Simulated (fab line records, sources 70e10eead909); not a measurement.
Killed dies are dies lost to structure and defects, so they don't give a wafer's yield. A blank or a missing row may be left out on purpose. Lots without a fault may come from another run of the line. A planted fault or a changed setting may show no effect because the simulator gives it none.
Chamber matching | flow nand_harc | NHARC_P_CONTACT_DESCUM_17 on rie_diel-04: 4 sister chambers
The step chemistry O2, time 3 s. 18 wafers are shown with their chamber, then 9 later ones without.

WAFERS WITH THEIR CHAMBER
wafer  | chamber | drypump_motor_current_A (A) | rf_vpp_V (V) | throttle_valve_pct (%)
L076.3 | 3       | 5.5                         | 57.7         | 11.309
L076.5 | 1       | 5.7                         | 58.0         | 11.316
L076.6 | 2       | 5.8                         | 59.2         | 11.324
L080.1 | 0       | 6.0                         | 56.9         | 11.311
L080.5 | 2       | 5.8                         | 57.3         | 11.298
L080.6 | 1       | 5.7                         | 58.9         | 11.299
L085.1 | 3       | 5.5                         | 58.3         | 11.325
L085.3 | 2       | 5.7                         | 58.5         | 11.314
L085.4 | 1       | 5.8                         | 58.5         | 11.318
L086.1 | 2       | 5.8                         | 58.1         | 11.313
L086.3 | 0       | 6.0                         | 57.3         | 11.290
L086.4 | 3       | 5.5                         | 56.3         | 11.310
L088.2 | 1       | 5.8                         | 57.7         | 11.305
L088.3 | 0       | 5.9                         | 57.7         | 11.307
L088.6 | 3       | 5.4                         | 56.4         | 11.309
L089.2 | 1       | 5.7                         | 57.7         | 11.320
L089.3 | 3       | 5.5                         | 57.1         | 11.309
L089.6 | 1       | 5.7                         | 56.7         | 11.315

SIGNATURES (means of the wafers above)
reading                 | chamber 0 | chamber 1 | chamber 2 | chamber 3 | scatter within a chamber
drypump_motor_current_A | 5.967     | 5.733     | 5.775     | 5.480     | 0.0504
rf_vpp_V                | 57.300    | 57.917    | 58.275    | 57.160    | 0.756
throttle_valve_pct      | 11.30267  | 11.31217  | 11.31225  | 11.31240  | 0.00901
Rule: a wafer's distance from a chamber is the root of the sum, over the readings, of the square of ((its reading less the chamber's mean) divided by the reading's scatter). The wafer belongs to the nearest chamber; if the next one is less than 2 further off, it can't be placed. The scatter: the root of (the sum of the squares of (reading less its chamber's mean) over the shown wafers, divided by (wafers less chambers)).

WAFERS WITHOUT THEIR CHAMBER
wafer  | drypump_motor_current_A (A) | rf_vpp_V (V) | throttle_valve_pct (%)
L091.1 | 5.5                         | 56.9         | 11.314
L091.3 | 6.0                         | 57.6         | 11.306
L091.6 | 5.8                         | 58.2         | 11.312
L093.1 | 5.5                         | 58.8         | 11.310
L093.4 | 5.5                         | 58.2         | 11.295
L093.5 | 5.7                         | 56.4         | 11.300
L095.1 | 5.7                         | 57.1         | 11.291
L095.3 | 5.5                         | 56.8         | 11.307
L095.5 | 5.5                         | 57.5         | 11.306

WHICH CHAMBER EACH WENT THROUGH
wafer  | from the rows above     | in truth
L091.1 | 3                       | 3
L091.3 | 0                       | 0
L091.6 | can't be placed: 2 or 1 | 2
L093.1 | 3                       | 3
L093.4 | 3                       | 3
L093.5 | can't be placed: 1 or 2 | 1
L095.1 | can't be placed: 1 or 2 | 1
L095.3 | 3                       | 3
L095.5 | 3                       | 3
Placed correctly: 6 of 9. Can't be placed from these rows: 3 (the true chamber is among the candidates in 3). Placed wrongly: 0.
